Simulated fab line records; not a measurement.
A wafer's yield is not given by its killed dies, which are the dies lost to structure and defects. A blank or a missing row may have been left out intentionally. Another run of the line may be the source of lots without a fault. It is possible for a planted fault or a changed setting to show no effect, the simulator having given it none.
fab line records ; flow n5Finfet
[record] lots = 9; wafers = 27; lastDay = 18
route steps=1938 shown BEOL_M3@966 BEOL_M4@1111 PASSIVATION@1936
lots untouched by any fault: they come from a run of this same line in which no faults occurred
startH: hours from the record's first day to the start of the lot's first wafer shown ; waitH: hours from the lot's prior step to this one ; " same as the row above ; L1.1+2: a single row standing in for several wafers ; - either no value or no given start ; * or withheld: withheld ; < > ~ a bound
route shown NAME@n: names a module that has steps shown in the file, with the first one's number in the route ; usual: the fault-free wafers' mean and standard deviation ; same: alike in all rows ; chamber/n: place in a boat ; sites: each site's reading ; _std_site: the standard deviation of these ; _edge_site: outer sites' mean less inner sites' ; radiusMm: how far each site lies from the wafer's centre ; mask NAME#n: copy n ; behind: tool/chamber where the wafer was last shaped ; hold: what put the lot on hold/how long, in hours/how the hold closed ; device: names the non-switching transistor (n, p or np) ; end of line: at the end of the route, the tests of the same wafers ; for a step that has no rows: nothing shown but its recipe ; killed: count of dies lost to structure and defects at first sort (not the wafer's yield) ; map: shows each die of a wafer: x if killed, . if not, _ if none is there
set.NAME: setting as actually run; set.NAME@STEP: the setting as run at that earlier step ; model.NAME: the simulator's own value behind a step, which no gauge read
a sample of lots followed through the steps of the route, with each step as a table and each wafer as a row
services: the hour from which a tool's chamber was out of use, counted from the record's first day as startH (under 0 if before that day), plus the number of hours and why
[[steps]]
[step N5_BEOL_M3_CD_MEAS_28]
[recipe] targetCdNm = 25.7; landingEnergyEv = 500; detector = seInlens; targetCdYNm = 23.3; polarity = opening
[usual] cdNm = 25.74/0.28
[same] landingEnergyEv = 500
lot.wafer;tool;chamber;startH;waitH;cdNm
L830.1;cdSem-02;0;153.59;-;26.03
L830.4;cdSem-02;0;153.59;-;25.99
L830.6;cdSem-02;0;153.59;-;25.73
L829.2;cdSem-01;0;159.05;-;25.63
L829.5;cdSem-01;0;159.05;-;25.21
L829.6;cdSem-01;0;159.05;-;25.87
L833.1;cdSem-01;0;177.02;-;26.47
L833.4;cdSem-01;0;177.02;-;25.90
L833.6;cdSem-01;0;177.02;-;26.15
L836.2;cdSem-02;0;193.07;-;26.20
L836.3;cdSem-02;0;193.07;-;25.94
L836.6;cdSem-02;0;193.07;-;25.88
L840.2;cdSem-01;0;217.86;-;25.84
L840.4;cdSem-01;0;217.86;-;25.72
L840.6;cdSem-01;0;217.86;-;25.42
L844.2;cdSem-02;0;241.59;-;25.38
L844.3;cdSem-02;0;241.59;-;25.64
L844.5;cdSem-02;0;241.59;-;25.37
L846.2;cdSem-02;0;274.82;-;25.80
L846.4;cdSem-02;0;274.82;-;25.51
L846.6;cdSem-02;0;274.82;-;25.79
L850.2;cdSem-03;0;286.97;-;25.83
L850.3;cdSem-03;0;286.97;-;25.79
L850.5;cdSem-03;0;286.97;-;26.17
L851.2;cdSem-01;0;289.89;-;26.06
L851.4;cdSem-01;0;289.89;-;25.68
L851.5;cdSem-01;0;289.89;-;25.33
[step N5_BEOL_M3_ETCH_77]
[recipe] chemistry = N2/H2; target = underlayer; targetDepthA = 65; maskMaterial = CAR-EUV; timeS = 5.2; ionEnergyEv = 200; pressureMtorr = 30; sourceW = 840; biasW = 150; n2FlowSccm = 200; h2FlowSccm = 200; ends = cleared
[usual] drypumpMotorCurrentA = 6.0/0.44; etchRfOnTimeS = 5.18/0.18; h2FlowSccm = 200.1/0.54; oesProductAu = 0.65/0.063; rfVppV = 524/3.3; showerheadPlenumPTorr = 2.53/0.12; throttleValvePct = 17.93/0.25
lot.wafer;tool;chamber;startH;waitH;drypumpMotorCurrentA;etchRfOnTimeS;h2FlowSccm;oesProductAu;rfHoursCounterH;rfVppV;showerheadPlenumPTorr;throttleValvePct
L830.1;rieDiel-03;2;153.93;0.0;6.2;5.43;199.4;0.59;189;525;2.63;17.95
L830.4;rieDiel-03;3;153.93;0.0;5.8;5.01;199.9;0.69;-;522;2.48;17.61
L830.6;rieDiel-03;0;153.93;0.0;5.8;5.30;199.7;0.65;-;527;2.65;18.18
L829.2;rieDiel-01;3;159.52;0.0;5.4;5.21;200.1;0.65;132;527;2.59;18.51
L829.5;rieDiel-01;2;159.52;0.0;5.4;5.32;199.6;0.61;-;527;2.65;18.01
L829.6;rieDiel-01;3;159.52;0.0;5.5;5.18;199.7;0.66;-;525;2.59;18.52
L833.1;rieDiel-06;1;177.23;0.0;6.5;5.26;199.4;0.75;33;526;2.71;17.82
L833.4;rieDiel-06;2;177.23;0.0;5.6;4.99;200.0;0.61;244;524;2.48;18.26
L833.6;rieDiel-06;1;177.23;0.0;6.5;5.30;199.7;0.74;-;530;2.71;17.84
L836.2;rieDiel-03;2;193.23;0.0;6.2;5.46;200.4;0.57;204;525;2.62;17.95
L836.3;rieDiel-03;3;193.23;0.0;5.8;5.04;200.7;0.67;115;523;2.47;17.64
L836.6;rieDiel-03;0;193.23;0.0;5.7;5.29;200.7;0.63;-;525;2.64;18.22
L840.2;rieDiel-06;3;218.03;0.0;5.8;5.05;200.3;0.66;138;518;2.35;17.67
L840.4;rieDiel-06;1;218.03;0.0;6.5;5.42;199.3;0.72;-;526;2.71;17.84
L840.6;rieDiel-06;0;218.03;0.0;6.5;5.04;200.1;0.63;-;521;2.43;17.63
L844.2;rieDiel-06;3;241.74;0.0;5.9;4.94;200.1;0.65;144;519;2.34;17.68
L844.3;rieDiel-06;1;241.74;0.0;6.5;5.30;201.4;0.72;52;529;2.70;17.89
L844.5;rieDiel-06;1;241.74;0.0;6.5;5.33;200.8;0.71;-;528;2.70;17.87
L846.2;rieDiel-06;0;274.97;0.0;6.5;4.98;201.1;0.63;213;519;2.42;17.65
L846.4;rieDiel-06;2;274.97;0.0;5.6;4.97;199.2;0.81;12;523;2.47;17.91
L846.6;rieDiel-06;2;274.97;0.0;5.6;4.90;199.7;0.82;-;523;2.47;17.90
L850.2;rieDiel-06;2;287.12;0.0;5.7;4.87;200.1;0.81;17;522;2.47;17.91
L850.3;rieDiel-06;3;287.12;0.0;5.9;4.96;199.5;0.65;158;519;2.34;17.73
L850.5;rieDiel-06;1;287.12;0.0;6.5;5.33;200.0;0.71;-;527;2.70;17.88
L851.2;rieDiel-06;3;290.04;0.0;5.9;4.94;200.2;0.65;159;518;2.34;17.72
L851.4;rieDiel-06;1;290.04;0.0;6.5;5.33;200.3;0.70;65;528;2.70;17.89
L851.5;rieDiel-06;0;290.04;0.0;6.5;4.94;199.8;0.63;-;520;2.42;17.66
[step N5_BEOL_M3_TRENCH_ETCH_37]
[recipe] chemistry = C4F6/O2; targetDepthA = 555.55; target = SiOC; timeS = 29.2; ionEnergyEv = 250; pressureMtorr = 30; sourceW = 355; biasW = 185; Ar_flow_sccm = 300; C4F6_flow_sccm = 10; O2_flow_sccm = 10
[usual] drypumpMotorCurrentA = 5.9/0.46; oes_ar_750_au = 0.76/0.075; oesProductAu = 0.76/0.078; rfVppV = 662/21; showerheadPlenumPTorr = 2.84/0.11; throttleValvePct = 20.97/0.26
lot.wafer;tool;chamber;startH;waitH;drypumpMotorCurrentA;oes_ar_750_au;oesProductAu;rfHoursCounterH;rfVppV;showerheadPlenumPTorr;throttleValvePct
L830.1;rieDiel-03;2;154.98;-;6.2;0.68;0.70;190;714;2.94;20.97
L830.4;rieDiel-03;0;154.98;-;5.8;0.76;0.77;-;679;2.96;21.18
L830.6;rieDiel-03;3;154.98;-;5.8;0.81;0.79;-;656;2.79;20.65
L829.2;rieDiel-01;0;160.13;-;5.5;0.71;0.70;214;649;2.83;21.19
L829.5;rieDiel-01;1;160.13;-;5.5;0.70;0.71;-;655;2.93;21.31
L829.6;rieDiel-01;2;160.13;-;5.4;0.73;0.73;-;676;2.95;20.98
L833.1;rieDiel-06;0;178.71;-;6.5;0.76;0.75;183;639;2.73;20.57
L833.4;rieDiel-06;2;178.71;-;5.6;0.69;0.69;244;671;2.81;21.45
L833.6;rieDiel-06;3;178.71;-;5.8;0.79;0.78;-;632;2.65;20.61
L836.2;rieDiel-06;0;193.70;-;6.5;0.76;0.75;187;639;2.73;20.57
L836.3;rieDiel-06;3;193.70;-;5.9;0.79;0.78;129;631;2.65;20.63
L836.6;rieDiel-06;1;193.70;-;6.5;0.86;0.88;-;675;3.02;20.87
L840.2;rieDiel-06;3;219.01;-;5.8;0.77;0.76;138;632;2.65;20.64
L840.4;rieDiel-06;0;219.01;-;6.5;0.75;0.75;-;640;2.72;20.60
L840.6;rieDiel-06;1;219.01;-;6.5;0.84;0.85;-;675;3.02;20.85
L844.2;rieDiel-06;0;262.82;-;6.5;0.74;0.74;209;638;2.72;20.62
L844.3;rieDiel-06;1;262.82;-;6.5;0.82;0.85;58;671;3.01;20.89
L844.5;rieDiel-06;3;262.82;-;5.9;0.77;0.76;-;632;2.64;20.65
L846.2;rieDiel-06;3;275.46;-;5.9;0.76;0.74;153;632;2.64;20.67
L846.4;rieDiel-06;2;275.46;-;5.7;0.92;0.94;13;670;2.81;21.16
L846.6;rieDiel-06;0;275.46;-;6.6;0.74;0.74;-;639;2.71;20.63
L850.2;rieDiel-03;1;289.85;-;6.8;0.69;0.67;230;655;2.71;21.27
L850.3;rieDiel-03;2;289.85;-;6.2;0.65;0.66;235;713;2.91;21.04
L850.5;rieDiel-03;2;289.85;-;6.2;0.66;0.66;-;713;2.91;21.04
L851.2;rieDiel-01;3;292.89;-;5.4;0.74;0.74;172;657;2.84;21.24
L851.4;rieDiel-01;1;292.89;-;5.5;0.89;0.88;-;655;2.91;20.98
L851.5;rieDiel-01;3;292.89;-;5.4;0.73;0.73;-;657;2.84;21.24
[step N5_BEOL_M3_OCD_MEAS_38]
[usual] trenchDepthNm = 55.4/1.2
lot.wafer;tool;chamber;startH;waitH;trenchDepthNm
L830.1;ocd-02;-;155.14;-;54.6
L830.4;ocd-02;-;155.14;-;54.6
L830.6;ocd-02;-;155.14;-;56.5
L829.2;ocd-01;-;160.28;-;54.8
L829.5;ocd-01;-;160.28;-;57.1
L829.6;ocd-01;-;160.28;-;54.9
L833.1;ocd-01;-;178.87;-;56.2
L833.4;ocd-01;-;178.87;-;55.6
L833.6;ocd-01;-;178.87;-;56.3
L836.2;ocd-01;-;193.85;-;56.6
L836.3;ocd-01;-;193.85;-;56.3
L836.6;ocd-01;-;193.85;-;55.9
L840.2;ocd-02;-;219.17;-;56.9
L840.4;ocd-02;-;219.17;-;55.8
L840.6;ocd-02;-;219.17;-;55.2
L844.2;ocd-02;-;262.98;-;47.9
L844.3;ocd-02;-;262.98;-;55.1
L844.5;ocd-02;-;262.98;-;56.9
L846.2;ocd-02;-;275.61;-;55.7
L846.4;ocd-02;-;275.61;-;58.0
L846.6;ocd-02;-;275.61;-;47.7
L850.2;ocd-02;-;290.00;-;53.9
L850.3;ocd-02;-;290.00;-;53.1
L850.5;ocd-02;-;290.00;-;53.4
L851.2;ocd-02;-;293.04;-;56.1
L851.4;ocd-02;-;293.04;-;55.3
L851.5;ocd-02;-;293.04;-;54.8
[step N5_BEOL_M3_SPUTTER_48]
[recipe] material = Cu; targetThkA = 45; tempC = -20; chamberPressurePa = 0.07; powerW = withheld; timeS = 8.29
[usual] throttleValvePct = 29.9/1.3
lot.wafer;tool;chamber;startH;waitH;throttleValvePct
L830.1;pvdSputter-02;-;157.60;0.1;30.6
L830.4;pvdSputter-02;-;157.60;0.1;28.9
L830.6;pvdSputter-02;-;157.60;0.1;29.1
L829.2;pvdSputter-01;-;161.04;0.1;28.8
L829.5;pvdSputter-01;-;161.04;0.1;30.3
L829.6;pvdSputter-01;-;161.04;0.1;28.8
L833.1;pvdSputter-02;-;180.41;0.3;30.1
L833.4;pvdSputter-02;-;180.41;0.3;31.2
L833.6;pvdSputter-02;-;180.41;0.3;29.0
L836.2;pvdSputter-01;-;195.46;0.2;30.7
L836.3;pvdSputter-01;-;195.46;0.2;28.7
L836.6;pvdSputter-01;-;195.46;0.2;29.0
L840.2;pvdSputter-02;-;221.81;0.1;29.0
L840.4;pvdSputter-02;-;221.81;0.1;30.3
L840.6;pvdSputter-02;-;221.81;0.1;30.8
L844.2;pvdSputter-03;-;264.85;0.8;31.4
L844.3;pvdSputter-03;-;264.85;0.8;31.2
L844.5;pvdSputter-03;-;264.85;0.8;31.2
L846.2;pvdSputter-02;-;276.40;0.1;30.9
L846.4;pvdSputter-02;-;276.40;0.1;28.6
L846.6;pvdSputter-02;-;276.40;0.1;31.0
L850.2;pvdSputter-01;-;291.55;0.4;27.3
L850.3;pvdSputter-01;-;291.55;0.4;28.6
L850.5;pvdSputter-01;-;291.55;0.4;27.3
L851.2;pvdSputter-02;-;295.74;1.5;30.7
L851.4;pvdSputter-02;-;295.74;1.5;30.0
L851.5;pvdSputter-02;-;295.74;1.5;30.2
[step N5_BEOL_M4_RC_MEAS_101]
[usual] DIBL_N = 36.4/2; DIBL_P = 36.1/2.5; IOFF_N = 0.16/0.037; IOFF_P = 0.20/0.038; ION_N = 670/13; ION_P = 459/8.3; SS_N = 71.6/0.69; SS_P = 73.3/0.72; VT_N = 250/3.4; VT_P = -251/3.1
lot.wafer;tool;chamber;startH;waitH;DIBL_N[mV/V];DIBL_P[mV/V];IOFF_N[nA/um];IOFF_P[nA/um];ION_N[uA/um];ION_P[uA/um];SS_N[mV/dec];SS_P[mV/dec];VT_N[mV];VT_P[mV]
L830.1;prober-01;0;174.66;0.0;35.9;36.2;0.15;0.18;662;449;71.2;73.6;251;-252
L830.4;prober-01;0;174.66;0.0;36.8;37.7;0.17;0.21;678;462;71.3;73.8;250;-249
L830.6;prober-01;0;174.66;0.0;33.4;33.5;0.12;0.15;659;454;70.8;73.1;251;-253
L829.2;prober-02;0;177.38;0.2;39.1;41.0;0.19;0.25;673;457;72.4;73.9;251;-250
L829.5;prober-02;0;177.38;0.2;42.8;44.9;0.27;0.32;691;466;72.8;75.0;246;-248
L829.6;prober-02;0;177.38;0.2;39.8;39.7;0.20;0.21;665;449;72.5;73.8;248;-252
L833.1;prober-01;0;195.74;0.0;34.9;34.7;0.13;0.16;665;454;70.6;72.8;255;-254
L833.4;prober-01;0;195.74;0.0;39.3;39.6;0.22;0.25;680;461;72.3;73.9;249;-249
L833.6;prober-01;0;195.74;0.0;35.5;34.9;0.14;0.16;663;449;71.7;73.0;251;-255
L836.2;prober-01;0;207.50;0.2;36.6;35.8;0.15;0.22;653;456;71.7;72.9;252;-248
L836.3;prober-01;0;207.50;0.2;36.1;34.4;0.14;0.21;664;462;70.7;72.8;250;-249
L836.6;prober-01;0;207.50;0.2;34.6;32.6;0.13;0.18;661;461;70.5;73.0;252;-251
L840.2;prober-01;0;236.05;0.2;37.7;36.5;0.17;0.21;657;454;72.8;74.1;248;-252
L840.4;prober-01;0;236.05;0.2;36.1;35.0;0.15;0.20;664;457;71.1;73.9;248;-251
L840.6;prober-01;0;236.05;0.2;38.8;37.2;0.21;0.25;681;464;72.5;74.4;245;-251
L844.2;prober-01;0;279.39;0.2;38.5;37.5;0.20;0.24;675;458;72.3;73.6;247;-248
L844.3;prober-01;0;279.39;0.2;34.5;32.4;0.12;0.15;657;453;70.6;73.1;256;-257
L844.5;prober-01;0;279.39;0.2;37.0;36.0;0.15;0.21;662;451;71.0;73.9;250;-251
L846.2;prober-01;0;290.48;0.2;37.0;39.0;0.17;0.27;674;469;71.6;73.9;252;-246
L846.4;prober-01;0;290.48;0.2;35.0;34.6;0.12;0.20;654;461;71.4;72.7;254;-250
L846.6;prober-01;0;290.48;0.2;35.4;36.6;0.13;0.22;661;467;71.2;73.8;253;-247
L850.2;prober-01;0;304.50;0.2;36.7;36.9;0.18;0.19;676;455;71.4;74.0;246;-254
L850.3;prober-01;0;304.50;0.2;37.6;36.4;0.17;0.18;668;445;71.6;73.9;247;-255
L850.5;prober-01;0;304.50;0.2;35.3;34.9;0.13;0.17;651;452;70.8;72.3;251;-256
L851.2;prober-01;0;313.67;0.2;36.2;36.3;0.15;0.22;688;473;71.5;73.5;248;-250
L851.4;prober-01;0;313.67;0.2;37.2;37.4;0.18;0.22;674;459;72.4;74.0;249;-252
L851.5;prober-01;0;313.67;0.2;38.3;38.5;0.20;0.26;703;484;71.7;73.7;243;-248
[step N5_PASSIVATION_PROBE_49]
[usual] defectLimitedYield = 91.2/1.6; killed_at_M0_to_M3 = 34/11; killed_at_M4_up = 13/5.2; killedAtContacts = 13/6.3; killedAtFrontEnd = 40/14; killedAtOther = 3.2/2.4; killedDies = 104/19; killedOpen = 69/14; killedShort = 32/7.5; sort_bin_4_leakage = 0.00/0.04; sort_bin_5_function = 5.3/1.1; sort_bin_6_memory = 3.2/0.73; sort_bin_8_speed = 0.01/0.038; sortNPass = 1076/19; sortYieldPct = 91.2/1.6
[same] grossDies = 1180; killedAtBackSide = 0
lot.wafer;tool;chamber;startH;waitH;defectLimitedYield[%];killed_at_M0_to_M3;killed_at_M4_up;killedAtContacts;killedAtFrontEnd;killedAtOther;killedDies;killedOpen;killedShort;sort_bin_4_leakage[%];sort_bin_5_function[%];sort_bin_6_memory[%];sort_bin_8_speed[%];sortNPass;sortYieldPct[%]
L851.2;prober-01;-;421.60;0.1;87.5;52;8;5;80;2;147;99;46;0;8.4;3.6;0;1033;87.5
L851.4;prober-01;-;421.70;0.2;90.8;49;13;13;32;1;108;70;37;0;5.6;3.2;0;1072;90.8
L851.5;prober-01;-;421.75;0.2;91.5;26;10;9;50;5;100;71;28;0;5.6;2.7;0;1080;91.5
// killed by level:class
L851.2 FIN_SAQP:geometricParticle:open=36 BEOL_M0_SAQP:geometricParticle:short=17 BEOL_M0_SAQP:geometricParticle:open=16 STI_FIN_REVEAL:geometricParticle:open=14 FIN_SAQP:geometricParticle:short=13 BEOL_M1:geometricParticle:open=13 GATE_CUT:geometricParticle:short=4 MOL_CONTACT_COAG:geometricParticle:open=4
L851.4 BEOL_M0_SAQP:geometricParticle:open=13 BEOL_M0_SAQP:geometricParticle:short=12 FIN_SAQP:geometricParticle:open=10 MOL_CONTACT_COAG:geometricParticle:open=10 BEOL_M1:geometricParticle:open=7 BEOL_M4:geometricParticle:open=6 FIN_SAQP:geometricParticle:short=5 BEOL_M0:geometricParticle:open=5
L851.5 FIN_SAQP:geometricParticle:short=13 FIN_SAQP:geometricParticle:open=12 STI_FIN_REVEAL:geometricParticle:open=10 BEOL_M0_SAQP:geometricParticle:open=8 MOL_CONTACT_COAG:geometricParticle:open=8 BEOL_M4:geometricParticle:open=5 BEOL_M0_SAQP:geometricParticle:short=4 BEOL_M0:geometricParticle:open=4
[[services]]
tool;chamber;startH;hours;kind
rieDiel-03;2;140.26;5.8;repair
rieDiel-06;1;154.34;5.2;repair
rieDiel-01;1;176.55;-;clean
rieDiel-01;1;176.55;-;consumableReplace:focusRing
rieDiel-01;1;176.55;15.4;scheduledDown
rieDiel-01;1;176.55;15.4;ventCycle
rieDiel-06;2;198.77;-;clean
rieDiel-06;2;198.77;-;consumableReplace:focusRing
rieDiel-06;2;198.77;24.8;scheduledDown
rieDiel-06;2;198.77;24.8;ventCycle
rieDiel-06;-;199.41;3.9;repair
rieDiel-01;3;207.40;19.4;repair
rieDiel-01;0;267.70;-;clean
rieDiel-01;0;267.70;-;consumableReplace:focusRing
rieDiel-01;0;267.70;39.1;scheduledDown
rieDiel-01;0;267.70;39.1;ventCycle
rieDiel-01;1;293.98;4.3;repair
[[key]]
[firstSign] step = N5_BEOL_M3_OCD_MEAS_38; reading = trenchDepthNm; direction = down; sigmas = 6.5; usual = 55.4; struck = 47.8
effect none on later readings
metAt N5_BEOL_M3_TRENCH_ETCH_37
struckLots L844,L846
struckWafers L844.2,L846.6
notActingAt N5_BEOL_M3_CD_MEAS_28,N5_BEOL_M3_ETCH_77,N5_BEOL_M3_SPUTTER_48
onsetBetween 219.01 262.82
[fault] kind = processParameterDrift; tool = rieDiel-06; chamber = 0; onsetH = 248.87; steps = N5_BEOL_M3_TRENCH_ETCH_37; channel = targetDepthA; offset = -83.967; shape = step; endH = 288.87; actsIn = theseRecipesOnly; stated = 555.55
